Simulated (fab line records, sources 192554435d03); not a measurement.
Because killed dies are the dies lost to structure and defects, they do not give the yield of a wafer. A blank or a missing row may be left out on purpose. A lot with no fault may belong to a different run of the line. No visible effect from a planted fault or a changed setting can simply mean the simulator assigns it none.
Which tool did it? | flow n5Finfet | 11 lots, 33 wafers sampled, at 2 steps of a route of 1938

## WHAT EACH GAUGE READ, for each wafer
N5_BEOL_M10_INSPECT_30: inspects for defects (brightfield).
lot  | measured     | on               | rawDefectCount
L628 | day 11 01:00 | defectInspect-01 | 504 379 445
L629 | day 11 09:33 | defectInspect-01 | 493 309 390
L633 | day 12 03:55 | defectInspect-01 | 493 424 487
L635 | day 12 19:43 | defectInspect-01 | 559 398 393
L641 | day 14 10:00 | defectInspect-02 | 446 544 433
L642 | day 14 11:35 | defectInspect-01 | 418 290 336
L643 | day 15 04:35 | defectInspect-01 | 533 538 723
L644 | day 15 13:49 | defectInspect-02 | 371 459 502
L646 | day 16 07:55 | defectInspect-01 | 408 424 272
L649 | day 16 18:16 | defectInspect-02 | 408 405 487
L648 | day 16 23:29 | defectInspect-01 | 302 363 395

## EACH LOT AND THE TOOL THAT RAN IT (in order: tool; ch and the chambers of the sampled wafers; start)
lot  | N5_BEOL_M10_STRIP_67
L628 | rieDiel-02 ch 1,2,3, day 10 21:47
L629 | rieDiel-02 ch 0,1,2, day 11 07:29
L633 | rieDiel-02 ch 0,1,2, day 12 03:10
L635 | rieDiel-02 ch 1,2,3, day 12 18:17
L641 | rieDiel-02 ch 1,3, day 14 07:05
L642 | rieDiel-04 ch 0,1, day 14 08:41
L643 | rieDiel-01 ch 0,1,2, day 15 03:49
L644 | rieDiel-04 ch 0,1,3, day 15 12:55
L646 | rieDiel-02 ch 1,2, day 16 07:04
L649 | rieDiel-04 ch 0,3, day 16 17:14
L648 | rieDiel-04 ch 0,1, day 16 22:56
- N5_BEOL_M10_STRIP_67: strips in CF4.

## WHAT THE TOOLS THEMSELVES READ (means of the sampled wafers that have a number; where no wafer has one, the mark that the record gives instead)
N5_BEOL_M10_STRIP_67.
lot  | tool       | biasPowerW (W) | cf4FlowSccm (sccm) | drypumpMotorCurrentA (A) | oesProductAu (a.u.) | rfVppV (V) | showerheadPlenumPTorr (Torr) | throttleValvePct (%)
L628 | rieDiel-02 | 75.05          | 150.0              | 5.3                      | 0.77                | 272.1      | 1.82                         | 13.50
L629 | rieDiel-02 | 74.98          | 149.5              | 5.7                      | 0.76                | 271.3      | 1.79                         | 13.56
L633 | rieDiel-02 | 75.00          | 150.1              | 5.7                      | 0.75                | 271.7      | 1.79                         | 13.57
L635 | rieDiel-02 | 74.97          | 149.8              | 5.3                      | 0.76                | 272.4      | 1.82                         | 13.52
L641 | rieDiel-02 | 74.99          | 149.9              | 5.0                      | 0.76                | 271.1      | 1.79                         | 13.57
L642 | rieDiel-04 | 74.92          | 150.3              | 5.7                      | 0.80                | 272.4      | 1.82                         | 13.44
L643 | rieDiel-01 | 75.17          | 150.4              | 5.9                      | 0.74                | 270.5      | 1.75                         | 13.65
L644 | rieDiel-04 | 74.75          | 150.0              | 5.7                      | 0.84                | 272.1      | 1.84                         | 13.38
L646 | rieDiel-02 | 74.95          | 149.8              | 5.4                      | 0.71                | 271.6      | 1.80                         | 13.57
L649 | rieDiel-04 | 74.89          | 150.4              | 5.6                      | 0.86                | 272.6      | 1.87                         | 13.28
L648 | rieDiel-04 | 75.05          | 150.1              | 5.7                      | 0.80                | 273.1      | 1.85                         | 13.37

## THE ANSWER, worked out from the rows above alone
Rule: usual is defined by the lots themselves. Put in order of their means at a reading, lots are off if they are a third of the lots or fewer, leave a main group of 4 or more, and stand apart from it by a gap of 3 or more times the standard deviation of the main group's means; of several such gaps the widest counts. The tables above print the reading to a certain number of digits; a main group whose means all agree to those digits is not used. A lot without any number at a reading at which 4 lots or more have one is off too. Any other lot the step has rows for is counted as sound. After the gauges, taken in route order, come the tools' own readings; for these a lot's mean is taken, as printed above. At the first step where some lot is off, the reading lying furthest off is the one used; lots without a number count as furthest.
Across all readings shown, no lot is off: no conclusion can be drawn from this.

## WHAT THE SIMULATOR PUT IN
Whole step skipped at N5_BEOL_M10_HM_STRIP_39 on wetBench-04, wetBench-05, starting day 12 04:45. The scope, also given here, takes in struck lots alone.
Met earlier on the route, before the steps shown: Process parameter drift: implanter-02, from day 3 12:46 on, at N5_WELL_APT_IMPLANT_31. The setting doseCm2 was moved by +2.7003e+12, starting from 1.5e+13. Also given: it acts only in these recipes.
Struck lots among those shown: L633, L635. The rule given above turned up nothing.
